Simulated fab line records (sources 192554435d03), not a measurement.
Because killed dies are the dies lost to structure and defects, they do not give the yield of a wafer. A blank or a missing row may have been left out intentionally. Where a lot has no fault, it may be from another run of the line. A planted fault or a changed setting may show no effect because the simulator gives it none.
Split-lot experiment | flow n5 finfet | route with 1938 steps; 7 lots, 21 wafers read

== THE SPLIT ==
At N5_BEOL_M6_COAT_22 (resist thk 30 nm), the setting spin rpm was moved away from the recipe's 1500 rpm on 6 of the 21 wafers read, by -9.5% to -3.1%. This setting was run at the recipe's value on the other wafers.

== FROM THE SPLIT TO THE READING: what the file shows between them, 2 steps ==
- N5_BEOL_M6_EBR_24
- N5_BEOL_M6_SOFTBAKE_23: time 60 s

== THE READING ==
CAR-EUV_of_BEOL_M6_COAT_22.thk nm (the simulator's own value, which no gauge read), in nm, at N5_BEOL_M6_DESCUM_33 (chemistry O2, time 7 s). The file gives no usual value for it. Average 26.0 nm, standard deviation 0.11 nm, over the 15 wafers here run with the recipe.

wafer  | tool, chamber at the split | spin rpm as run, rpm | against the recipe | CAR-EUV_of_BEOL_M6_COAT_22.thk nm, nm | against lot-mates on the recipe
L088.3 | litho track-03, 0          | 1500                 | recipe             | 26                                    | -
L088.6 | litho track-03, 0          | 1500                 | recipe             | 26                                    | -
L088.5 | litho track-03, 0          | 1500                 | recipe             | 26.2                                  | -
L089.2 | litho track-03, 0          | 1500                 | recipe             | 25.8                                  | -
L089.5 | litho track-03, 0          | 1357                 | -9.5%              | 27.6                                  | +1.7
L089.6 | litho track-03, 0          | 1500                 | recipe             | 26                                    | -
L090.4 | litho track-03, 0          | 1391                 | -7.3%              | 27.4                                  | +1.2
L090.6 | litho track-03, 0          | 1391                 | -7.3%              | 27.4                                  | +1.2
L090.5 | litho track-03, 0          | 1500                 | recipe             | 26.2                                  | -
L091.3 | litho track-02, 0          | 1453                 | -3.1%              | 26.4                                  | +0.4
L091.4 | litho track-02, 0          | 1500                 | recipe             | 26                                    | -
L091.5 | litho track-02, 0          | 1500                 | recipe             | 26                                    | -
L092.2 | litho track-02, 0          | 1500                 | recipe             | 26                                    | -
L092.5 | litho track-02, 0          | 1500                 | recipe             | 26                                    | -
L092.4 | litho track-02, 0          | 1500                 | recipe             | 26.2                                  | -
L093.3 | litho track-03, 0          | 1417                 | -5.5%              | 27                                    | +1.0
L093.4 | litho track-03, 0          | 1417                 | -5.5%              | 27                                    | +1.0
L093.5 | litho track-03, 0          | 1500                 | recipe             | 26                                    | -
L094.1 | litho track-04, 0          | 1500                 | recipe             | 26                                    | -
L094.6 | litho track-04, 0          | 1500                 | recipe             | 26                                    | -
L094.5 | litho track-04, 0          | 1500                 | recipe             | 26.2                                  | -

THE FIT
A straight line over all 21 wafers: CAR-EUV_of_BEOL_M6_COAT_22.thk nm changes by -0.174 nm for each +1% of spin rpm; r = -0.98; the points scatter about the line by 0.11 nm.
The same after taking each lot's own level away (the mean of its wafers on the recipe; 21 wafers): -0.172 nm for each +1%; r = -0.99; scatter 0.083 nm.
The reading moves by 1.6 nm for the largest change in spin rpm, on that fit.
Measured against the standard deviation above, the lots' own levels, which go from 25.90 to 26.20 nm, span 2.8 times it.
Hence the lot-to-lot level has little effect on the slope; both slopes agree.
Check: +1.61 nm against its lot-mates is what the line predicts for one of the wafers moved furthest among these (-9.5%) when that wafer is left out of the fit. It came out at +1.7 nm against them.

== ADDITIONAL SPLITS CARRIED BY THESE WAFERS ==
Other splits were also applied to these wafers ahead of the reading. Each is held against what the fit with the lots' levels taken away leaves over:
other split on the same wafers | wafers away from the commonest value | r with CAR-EUV_of_BEOL_M6_COAT_22.thk nm (lot level and that fit taken away)
N5_BEOL_M5_COAT_22 spin rpm    | 6                                    | +0.06

== THE WHOLE CHAIN: every reading that the file lists as answering this split, in the file's order ==
step                 | what it does           | reading                                                                            | change (the file's fit)               | r (the file's)
N5_BEOL_M6_COAT_22   | resist thk 30 nm       | CAR-EUV_of_BEOL_M6_COAT_22.thk nm (the simulator's own value, which no gauge read) | -0.163 nm for each +1% of the setting | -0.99
N5_BEOL_M6_DESCUM_33 | chemistry O2, time 7 s | CAR-EUV_of_BEOL_M6_COAT_22.thk nm (the simulator's own value, which no gauge read) | -0.172 nm for each +1% of the setting | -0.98

== FILE'S OWN FIT ==
CAR-EUV_of_BEOL_M6_COAT_22.thk nm changes by -0.172 nm for each +1% of spin rpm, r = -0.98.
